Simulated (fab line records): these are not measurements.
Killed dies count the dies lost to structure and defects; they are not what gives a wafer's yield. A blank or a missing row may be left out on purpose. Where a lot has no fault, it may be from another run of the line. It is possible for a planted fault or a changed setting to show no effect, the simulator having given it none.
2 desks, one fault	flow n5-finfet	only its own numbers are on each desk; what lay behind them is given at the end

THE TOOL OWNER'S DESK: cvd-co-02
The tool's own readings at N5_BEOL_M3_CO_CAP_55 (material Co, precursor CCTBA/H2, target thk 2 nm, time 102.1 s): means of the sampled wafers that have a number, for each lot that ran on this tool. If a lot's mean is further than 4 standard deviations from the usual mean, the lot is out of limits and carries the mark OUT (the distance appears in the brackets).
Columns: A = heater-power-w at N5_BEOL_M3_CO_CAP_55, usual 235 W; B = run-length-s at N5_BEOL_M3_CO_CAP_55, usual 125.0 s; C = susceptor-temp-C at N5_BEOL_M3_CO_CAP_55, usual 200.00 C
lot	first seen here	A	B	C
L390	day 9 15:23	227	125.0	199.88
L398	day 11 15:34	227	125.3	200.08
L397	day 12 01:32	226	111.5 (-26) OUT	199.92
L399	day 12 11:20	233	115.9 (-18) OUT	199.94
L400	day 12 20:15	239	111.2 (-27) OUT	199.93
This desk's verdict: out of limits on L397, L399, L400, starting with L397 at day 12 01:32 (run-length-s at N5_BEOL_M3_CO_CAP_55). L390, L398: within limits.

METROLOGY DESK
What the gauges read, lot by lot, whatever tool the lot ran on: means of the sampled wafers that have a number. If a lot's mean is further than 4 standard deviations from the usual mean, the lot is out of limits and carries the mark OUT (the distance appears in the brackets). Shown here are 7 of its 11 readings, the ones lying furthest out on some lot.
Columns: A = M3_THK at N5_BEOL_M3_THK_MEAS_53, usual 38.9 nm; B = DIBL_N at N5_BEOL_M4_RC_MEAS_101, usual 35.1 mV/V; C = DIBL_P at N5_BEOL_M4_RC_MEAS_101, usual 34.9 mV/V; D = IOFF_N at N5_BEOL_M4_RC_MEAS_101, usual 0.143 nA/um; E = IOFF_P at N5_BEOL_M4_RC_MEAS_101, usual 0.21 nA/um; F = SS_N at N5_BEOL_M4_RC_MEAS_101, usual 71.2 mV/dec; G = VT_N at N5_BEOL_M4_RC_MEAS_101, usual 251 mV
lot	first seen here	A	B	C	D	E	F	G
L390	day 9 15:19	39.4	34.0	34.7	0.131	0.20	71.4	253
L393	day 10 14:13	39.0	35.5	35.3	0.152	0.21	71.5	250
L398	day 11 15:29	37.9	37.2	36.4	0.175	0.23	72.0	249
L397	day 12 01:26	39.2	33.7	34.5	0.130	0.20	70.8	252
L399	day 12 11:15	39.0	37.2	35.8	0.157	0.26	71.7	252
L400	day 12 20:08	40.8	35.6	34.7	0.131	0.19	70.5	252
L405	day 13 17:35	38.6	36.4	38.0	0.182	0.23	71.5	246
This desk's verdict: no lot among the 7 shows anything out of limits.

BROUGHT TOGETHER
An alarm could have come from the tool owner's desk at day 12 01:32, on L397, L399, L400.
From the metrology desk's view, nothing was out of limits.
The metrology desk holds a record of L397, L399, L400, inside its limits.
Of the lots named, all ran N5_BEOL_M3_CO_CAP_55 on cvd-co-02.

WHAT WAS PUT IN BY THE SIMULATOR
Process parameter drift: cvd-co-02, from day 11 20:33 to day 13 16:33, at N5_BEOL_M3_CO_CAP_55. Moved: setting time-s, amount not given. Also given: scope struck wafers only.
Struck lots among those shown: L397, L399, L400.
Hours from the fault's start to each desk's first reading out of limits: the tool owner's desk, 5.
